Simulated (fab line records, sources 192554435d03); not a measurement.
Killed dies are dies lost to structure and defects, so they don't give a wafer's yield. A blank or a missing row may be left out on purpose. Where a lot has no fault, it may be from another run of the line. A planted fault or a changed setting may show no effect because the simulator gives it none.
fab line records	flow n5_finfet
record lots=10	wafers=29	last_day=19
route steps=1938 shown MOL_CONTACT_COAG@619 BEOL_M0_SAQP@638 BEOL_M4@1111 PASSIVATION@1936
lots with no fault: from the same line, run without faults
start_h: the number of hours between the record's first day and the start of the first shown wafer of the lot	wait_h: time in hours since the lot's previous step	" repeats the value in the row above	L1.1+2: one row covering several wafers at once	- value missing, or start not given	* or withheld: withheld	< > ~ a bound
route shown NAME@n: a module of which the file shows steps, and the number in the route of the first	usual: average and standard deviation across the fault-free wafers	same: alike in all rows	chamber/n: place in a boat	sites: per-site readings	_std_site: how widely they spread, as a standard deviation	_edge_site: inner sites' mean taken away from outer sites' mean	radius_mm: for every site, how far away it sits from the centre of the wafer	mask NAME#n: copy n	behind: the last tool/chamber to shape the wafer	hold: reason for holding the lot/hours on hold/outcome of the hold	device: names the non-switching transistor (n, p or np)	end of line: the route-end tests of the same wafers	for a step that has no rows: nothing shown but its recipe	killed: dies that structure and defects cost at the first sort, which is not the same as the wafer's yield	map: per-die view of a wafer (x killed, . not killed, _ where there is no die)
set.NAME: the setting as run; set.NAME@STEP: as run at that earlier step	model.NAME: the simulator's own value behind a step, which no gauge read
a sample of lots followed through the steps of the route, with each step as a table and each wafer as a row
services: a tool's chamber out of use, with start hour (start_h, from the record's first day; less than 0 if before it), hours out, and reason
## steps
# step N5_MOL_CONTACT_COAG_STRIP_49
# recipe chemistry=N2/H2	time_s=30	power_w=1000	temp_c=250	pressure_mtorr=withheld	n2_flow_sccm=1750	h2_flow_sccm=3250
# usual drypump_motor_current_A=6.08/0.12	heater_power_w=318/31
lot.wafer	tool	chamber	start_h	wait_h	drypump_motor_current_A	heater_power_w	rf_hours_counter_h
L811.1	plasma_asher-02	1	98.62	-	6.13	344	92
L811.3	"	0	"	"	6.02	283	-
L811.5	"	1	"	"	6.13	348	-
L814.2	plasma_asher-01	1	117.43	-	5.92	355	47
L814.4	"	0	"	"	6.25	294	-
L814.6	"	1	"	"	5.94	359	-
L815.1	plasma_asher-02	1	127.28	-	6.14	343	98
L815.4	"	0	"	"	5.99	279	-
L815.6	"	0	"	"	6.01	295	-
L816.1	plasma_asher-02	0	131.30	-	6.01	283	99
L816.2	"	1	"	"	6.13	349	99
L816.4	"	0	"	"	6.00	290	-
L820.1	plasma_asher-01	1	156.79	-	5.90	357	52
L820.2	"	0	"	"	6.27	288	52
L820.5	"	1	"	"	5.91	365	-
L822.4	plasma_asher-01	0	171.35	-	6.26	278	-
L822.6	"	1	"	"	5.94	360	-
L826.1	plasma_asher-02	1	187.94	-	6.12	338	111
L826.2	"	0	"	"	6.03	295	111
L826.4	"	0	"	"	6.03	289	-
L828.1	plasma_asher-02	0	200.23	-	5.97	288	113
L828.2	"	1	"	"	6.14	344	113
L828.4	"	1	"	"	6.14	345	-
L830.2	plasma_asher-02	1	211.98	-	6.15	345	114
L830.4	"	0	"	"	5.96	281	-
L830.6	"	1	"	"	6.14	346	-
L832.1	plasma_asher-01	1	226.24	-	5.87	359	68
L832.3	"	1	"	"	5.87	349	-
L832.4	"	0	"	"	6.25	282	-
# step N5_MOL_CONTACT_COAG_CMP_52
# recipe stop_on=SiO2	t_overpolish_s=1.5	post_cmp_clean=w_dilute_nh4oh	down_force_psi=4	platen_rpm=50.289	pad_velocity_m_s=1.0006	target_thk_nm=66.5
# usual motor_current_A=12.0/1.1	overpolish_run_s=1.500/0.0093	time_to_endpoint_s=13.6/2.3
lot.wafer	tool	chamber	start_h	wait_h	motor_current_A	overpolish_run_s	time_to_endpoint_s
L811.3	cmp-04	1	99.22	0.0	13.5	1.511	8.6
L811.1	"	3	"	"	11.5	1.501	12.9
L811.5	"	1	"	"	12.8	1.506	13.3
L814.2	cmp-02	1	118.07	0.1	11.8	1.506	17.8
L814.4	"	3	"	"	11.5	1.498	15.9
L814.6	"	1	"	"	12.7	1.474	16.4
L815.4	cmp-02	1	127.95	0.1	12.6	1.498	15.1
L815.1	"	2	"	"	12.2	1.495	14.4
L815.6	"	0	"	"	14.4	1.511	10.2
L816.4	cmp-02	3	132.10	0.2	11.6	1.503	13.8
L816.1	"	0	"	"	13.9	1.506	10.6
L816.2	"	1	"	"	11.1	1.486	13.9
L820.1	cmp-02	0	157.39	0.0	14.2	1.502	13.2
L820.2	"	3	"	"	11.2	1.483	15.6
L820.5	"	0	"	"	13.2	1.488	14.1
L822.4	cmp-04	2	171.93	0.0	11.4	1.505	15.8
L822.6	"	3	"	"	11.9	1.494	16.7
L826.2	cmp-03	0	188.54	0.0	10.1	1.491	11.8
L826.1	"	2	"	"	12.6	1.492	11.9
L826.4	"	3	"	"	11.6	1.500	16.8
L828.2	cmp-03	3	200.83	0.0	11.2	1.502	15.8
L828.1	"	0	"	"	9.9	1.514	13.7
L828.4	"	1	"	"	10.7	1.493	13.8
L830.4	cmp-03	3	212.59	0.0	11.7	1.509	15.2
L830.2	"	0	"	"	10.0	1.510	14.6
L830.6	"	0	"	"	10.4	1.496	9.4
L832.1	cmp-04	1	227.05	0.1	13.5	1.507	12.2
L832.4	"	2	"	"	12.1	1.491	13.6
L832.3	"	3	"	"	10.7	1.509	13.5
# step N5_BEOL_M0_SAQP_PECVD_04
# recipe material=a-Si	target_thk_a=600	temp_c=350	precursor=SiH4/He	pressure_torr=3	rf_w=100	time_s=60.2
# usual heater_power_w=601/49	showerhead_plenum_p_Torr=5.67/0.046	susceptor_temp_C=349.98/0.21	throttle_valve_pct=18.6/1.4
lot.wafer	tool	chamber	start_h	wait_h	heater_power_w	showerhead_plenum_p_Torr	susceptor_temp_C	throttle_valve_pct
L811.1	pecvd-01	0	104.21	0.0	527	5.72	350.06	17.7
L811.3	"	2	"	"	589	5.71	349.58	19.4
L811.5	"	0	"	"	532	5.73	349.87	17.5
L814.2	pecvd-02	1	123.06	0.0	618	5.62	349.80	19.7
L814.4	"	1	"	"	631	5.60	349.78	19.8
L814.6	"	0	"	"	607	5.70	349.95	19.2
L815.1	pecvd-03	1	132.56	0.0	553	5.64	350.18	20.1
L815.4	"	2	"	"	586	5.70	350.16	17.1
L815.6	"	1	"	"	550	5.66	349.93	20.1
L816.1	pecvd-03	2	136.89	0.0	586	5.70	350.01	17.2
L816.2	"	0	"	"	607	5.71	349.92	20.6
L816.4	"	2	"	"	562	5.71	350.43	17.0
L820.1	pecvd-03	1	161.60	0.0	524	5.66	349.90	20.2
L820.2	"	2	"	"	562	5.69	350.08	17.0
L820.5	"	1	"	"	537	5.66	350.28	20.0
L822.4	pecvd-03	0	177.18	0.0	639	5.69	349.82	20.6
L822.6	"	2	"	"	607	5.71	349.75	17.0
L826.1	pecvd-03	2	193.84	0.0	570	5.68	349.89	16.8
L826.2	"	1	"	"	606	5.67	349.60	20.0
L826.4	"	1	"	"	605	5.67	349.95	20.1
L828.1	pecvd-02	1	205.62	0.0	642	5.60	350.11	19.7
L828.2	"	2	"	"	612	5.58	349.68	17.3
L828.4	"	1	"	"	632	5.62	350.18	19.9
L830.2	pecvd-02	2	217.85	0.0	572	5.59	350.06	17.6
L830.4	"	2	"	"	583	5.57	350.08	17.5
L830.6	"	1	"	"	689	5.60	349.83	19.5
L832.1	pecvd-01	2	235.72	0.0	521	5.72	350.16	16.1
L832.3	"	0	"	"	612	5.72	349.63	17.6
L832.4	"	1	"	"	606	5.64	349.93	16.9
# step N5_BEOL_M0_SAQP_THK_MEAS_05
# usual thk_nm=60.3/0.73
lot.wafer	tool	chamber	start_h	wait_h	thk_nm
L811.1	film_metro-02	-	104.30	0.1	61.0
L811.3	"	-	"	"	59.4
L811.5	"	-	"	"	62.2
L814.2	film_metro-01	-	123.16	0.1	58.9
L814.4	"	-	"	"	59.6
L814.6	"	-	"	"	60.2
L815.1	film_metro-02	-	132.66	0.1	59.5
L815.4	"	-	"	"	60.7
L815.6	"	-	"	"	60.3
L816.1	film_metro-02	-	136.99	0.1	59.6
L816.2	"	-	"	"	59.7
L816.4	"	-	"	"	61.2
L820.1	film_metro-01	-	161.70	0.1	60.4
L820.2	"	-	"	"	60.8
L820.5	"	-	"	"	61.1
L822.4	film_metro-01	-	177.25	0.0	62.9
L822.6	"	-	"	"	61.6
L826.1	film_metro-02	-	193.97	0.1	59.9
L826.2	"	-	"	"	62.0
L826.4	"	-	"	"	63.3
L828.1	film_metro-01	-	205.72	0.1	59.3
L828.2	"	-	"	"	59.3
L828.4	"	-	"	"	59.6
L830.2	film_metro-01	-	217.95	0.1	59.1
L830.4	"	-	"	"	60.7
L830.6	"	-	"	"	60.2
L832.1	film_metro-01	-	235.82	0.1	60.2
L832.3	"	-	"	"	60.1
L832.4	"	-	"	"	60.2
# step N5_BEOL_M0_SAQP_OVL_MEAS_15
# recipe points_per_wafer=44
# usual M0_CORE_OVL=0.1/0.96
lot.wafer	tool	chamber	start_h	wait_h	M0_CORE_OVL[nm]
L811.1	overlay-02	0	104.73	0.0	-0.4
L811.3	"	0	"	"	-0.6
L811.5	"	0	"	"	-0.4
L814.2	overlay-02	0	123.67	0.0	-0.5
L814.4	"	0	"	"	0.5
L814.6	"	0	"	"	0.1
L815.1	overlay-02	0	133.05	0.0	0.9
L815.4	"	0	"	"	0.1
L815.6	"	0	"	"	-0.2
L816.1	overlay-01	0	137.37	0.0	0.4
L816.2	"	0	"	"	-1.0
L816.4	"	0	"	"	-1.0
L820.1	overlay-02	0	162.21	0.0	0.3
L820.2	"	0	"	"	0.8
L820.5	"	0	"	"	1.8
L822.4	overlay-02	0	177.63	0.0	-0.2
L822.6	"	0	"	"	0.1
L826.1	overlay-01	0	194.48	0.0	2.5
L826.2	"	0	"	"	1.4
L826.4	"	0	"	"	1.1
L828.1	overlay-02	0	206.23	0.0	-1.9
L828.2	"	0	"	"	-0.4
L828.4	"	0	"	"	-0.2
L830.2	overlay-02	0	218.36	0.0	1.2
L830.4	"	0	"	"	0.5
L830.6	"	0	"	"	1.1
L832.1	overlay-01	0	236.33	0.0	-0.6
L832.3	"	0	"	"	-0.5
L832.4	"	0	"	"	1.6
# step N5_BEOL_M4_RC_MEAS_101
# usual DIBL_N=36.1/1.6	DIBL_P=35.8/2	IOFF_N=0.157/0.029	IOFF_P=0.21/0.034	ION_N=677/13	ION_P=465/8.1	SS_N=71.3/0.61	SS_P=73.2/0.65	VT_N=249/3.3	VT_P=-250/3.2
lot.wafer	tool	chamber	start_h	wait_h	DIBL_N[mV/V]	DIBL_P[mV/V]	IOFF_N[nA/um]	IOFF_P[nA/um]	ION_N[uA/um]	ION_P[uA/um]	SS_N[mV/dec]	SS_P[mV/dec]	VT_N[mV]	VT_P[mV]
L811.1	prober-02	0	205.39	0.0	37.6	37.7	0.208	0.24	694	467	71.5	74.4	245	-250
L811.3	"	0	"	"	35.0	34.2	0.148	0.19	678	468	71.5	73.2	247	-250
L811.5	"	0	"	"	36.7	37.0	0.181	0.23	676	460	71.1	73.8	247	-248
L814.2	prober-01	0	217.49	0.2	33.4	31.8	0.111	0.16	658	455	70.3	72.7	254	-255
L814.4	"	0	"	"	35.9	34.4	0.152	0.20	693	473	70.8	72.9	248	-249
L814.6	"	0	"	"	33.6	31.7	0.112	0.16	679	467	70.9	72.5	253	-254
L815.1	prober-01	0	229.16	0.0	36.8	34.7	0.162	0.22	686	473	71.3	73.4	246	-247
L815.4	"	0	"	"	36.6	35.0	0.168	0.23	684	465	71.1	73.3	245	-246
L815.6	"	0	"	"	37.4	35.3	0.169	0.23	670	464	71.2	72.9	247	-248
L816.1	prober-02	0	232.10	0.0	36.2	36.1	0.169	0.23	684	462	71.8	73.3	250	-249
L816.2	"	0	"	"	38.4	37.5	0.224	0.26	684	466	72.4	74.9	246	-246
L816.4	"	0	"	"	38.0	37.2	0.212	0.26	685	470	72.3	74.6	244	-248
L822.4	prober-02	0	252.37	0.5	36.2	36.6	0.164	0.21	684	470	71.9	73.2	245	-251
L822.6	"	0	"	"	36.2	37.0	0.176	0.23	688	476	71.5	72.6	245	-247
L820.1	prober-01	0	257.23	0.0	33.2	31.2	0.101	0.13	667	457	70.6	72.3	255	-259
L820.2	"	0	"	"	35.7	34.0	0.127	0.16	663	454	71.1	73.0	255	-256
L820.5	"	0	"	"	34.5	32.1	0.107	0.14	642	443	71.7	72.6	258	-259
L826.1	prober-01	0	276.90	0.0	38.0	38.6	0.177	0.21	685	464	71.6	73.8	247	-251
L826.2	"	0	"	"	34.2	34.1	0.116	0.15	669	459	70.7	71.3	253	-256
L826.4	"	0	"	"	36.3	35.9	0.141	0.18	666	455	71.8	72.8	254	-251
L828.1	prober-01	0	307.68	0.1	36.0	36.3	0.141	0.21	678	466	71.5	74.2	252	-247
L828.2	"	0	"	"	36.1	35.9	0.144	0.22	670	460	71.0	73.0	250	-248
L828.4	"	0	"	"	35.5	35.3	0.136	0.21	664	463	71.3	73.2	253	-248
L830.2	prober-01	0	315.69	0.2	36.5	35.9	0.157	0.23	671	466	71.4	72.8	248	-249
L830.4	"	0	"	"	35.2	34.7	0.133	0.21	681	476	70.9	72.9	253	-249
L830.6	"	0	"	"	34.0	34.3	0.127	0.20	683	477	71.1	72.5	251	-251
L832.1	prober-02	0	321.63	0.0	36.3	36.8	0.149	0.21	681	467	71.3	72.9	248	-253
L832.3	"	0	"	"	34.6	35.0	0.125	0.17	665	463	71.1	73.0	251	-256
L832.4	"	0	"	"	37.7	38.3	0.171	0.22	680	469	71.8	73.6	250	-250
# step N5_PASSIVATION_PROBE_49
# usual defect_limited_yield=91.0/1.4	killed_at_M0_to_M3=33/11	killed_at_M4_up=14/5	killed_at_contacts=11/7.3	killed_at_front_end=43/12	killed_at_other=4/3.1	killed_dies=106/17	killed_open=69/13	killed_short=34/8.7	sort_bin_5_function=5.2/0.96	sort_bin_6_memory=3.3/0.66	sort_bin_8_speed=0.00/0.012	sort_n_pass=1074/17	sort_yield_pct=91.0/1.4
# same gross_dies=1180	killed_at_back_side=0	sort_bin_4_leakage[%]=0
lot.wafer	tool	chamber	start_h	wait_h	defect_limited_yield[%]	killed_at_M0_to_M3	killed_at_M4_up	killed_at_contacts	killed_at_front_end	killed_at_other	killed_dies	killed_open	killed_short	sort_bin_5_function[%]	sort_bin_6_memory[%]	sort_bin_8_speed[%]	sort_n_pass	sort_yield_pct[%]
L822.4	prober-02	-	357.46	0.2	89.1	34	20	4	67	4	129	72	50	6.1	3.5	0	1051	89.1
L828.1	prober-02	-	425.35	0.0	89.3	27	18	19	61	1	126	87	38	5.9	4.2	0	1054	89.3
L828.2	prober-02	-	425.40	0.1	89.5	52	16	9	43	4	124	77	46	6.3	3.8	0	1056	89.5
L828.4	prober-02	-	425.50	0.2	91.7	21	19	15	36	7	98	67	29	4.7	3.1	0	1082	91.7
# killed by level:class
L822.4 GATE_CUT:geometric_particle:short=14 FIN_SAQP:geometric_particle:short=12 BEOL_M4:geometric_particle:open=12 FIN_SAQP:geometric_particle:open=11 BEOL_M0_SAQP:geometric_particle:open=9 HKMG_FIN:area_etch=7 STI_FIN_REVEAL:geometric_particle:open=6 BEOL_M1:geometric_particle:open=6
L828.1 MOL_CONTACT_COAG:geometric_particle:open=19 FIN_SAQP:geometric_particle:open=17 FIN_SAQP:geometric_particle:short=14 BEOL_M5:geometric_particle:open=7 DUMMY_GATE:geometric_particle:open=6 BEOL_M3:geometric_particle:short=5 STI_FIN_REVEAL:geometric_particle:open=5 GATE_CUT:geometric_particle:open=5
L828.2 BEOL_M1:geometric_particle:open=15 STI_FIN_REVEAL:geometric_particle:open=13 BEOL_M0_SAQP:geometric_particle:short=12 BEOL_M3:geometric_particle:open=12 GATE_CUT:geometric_particle:short=10 MOL_CONTACT_COAG:geometric_particle:open=8 BEOL_M5:geometric_particle:open=8 FIN_SAQP:geometric_particle:short=6
L828.4 MOL_CONTACT_COAG:geometric_particle:open=12 STI_FIN_REVEAL:geometric_particle:open=10 BEOL_M3:geometric_particle:open=6 BEOL_M4:geometric_particle:open=6 BEOL_M0_SAQP:geometric_particle:short=5 MIM_TOP:geometric_particle:open=5 FIN_SAQP:geometric_particle:short=4 FIN_SAQP:geometric_particle:open=4
## services
tool	chamber	start_h	hours	kind
cmp-04	-	79.42	0.4	repair
pecvd-02	2	82.04	24.3	repair
plasma_asher-01	-	85.42	2.8	pm
plasma_asher-01	-	95.43	3.5	repair
pecvd-03	-	120.84	0.8	pm
plasma_asher-01	-	128.60	21.9	repair
cmp-03	-	128.98	12.4	pm
pecvd-03	2	142.11	7.6	repair
plasma_asher-02	-	150.53	14.6	pm
pecvd-03	-	154.55	6.0	pm
pecvd-01	0	157.27	29.6	repair
cmp-02	-	158.84	4.6	pm
cmp-02	-	164.31	1.0	repair
cmp-03	-	168.02	4.0	pm
plasma_asher-02	-	169.99	1.7	repair
pecvd-01	-	180.22	1.5	repair
cmp-04	-	184.95	0.2	repair
pecvd-03	0	192.22	5.5	scheduled_down
cmp-03	-	211.86	0.5	repair
cmp-02	-	212.65	4.0	pm
cmp-02	-	216.65	-	consumable_replace:conditioner
cmp-04	-	218.33	4.0	pm
pecvd-02	-	223.37	1.4	repair
cmp-04	-	231.61	7.9	repair
## key
first_sign step=N5_BEOL_M0_SAQP_THK_MEAS_05	reading=thk_nm	direction=up	sigmas=3.4	usual=*	struck=*
effect none on later readings
met_at N5_BEOL_M0_SAQP_PECVD_04
struck_lots L822,L826
struck_wafers L822.4,L826.2,L826.4
not_acting_at N5_MOL_CONTACT_COAG_STRIP_49,N5_MOL_CONTACT_COAG_CMP_52,N5_BEOL_M0_SAQP_OVL_MEAS_15
onset_between 161.60 177.18
fault kind=process_parameter_drift	tool=pecvd-03	chamber=-	onset_h=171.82	steps=N5_BEOL_M0_SAQP_PECVD_04	channel=time_s	offset=*	shape=step	end_h=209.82	scope=struck_wafers_only	acts_in=*	stated=*
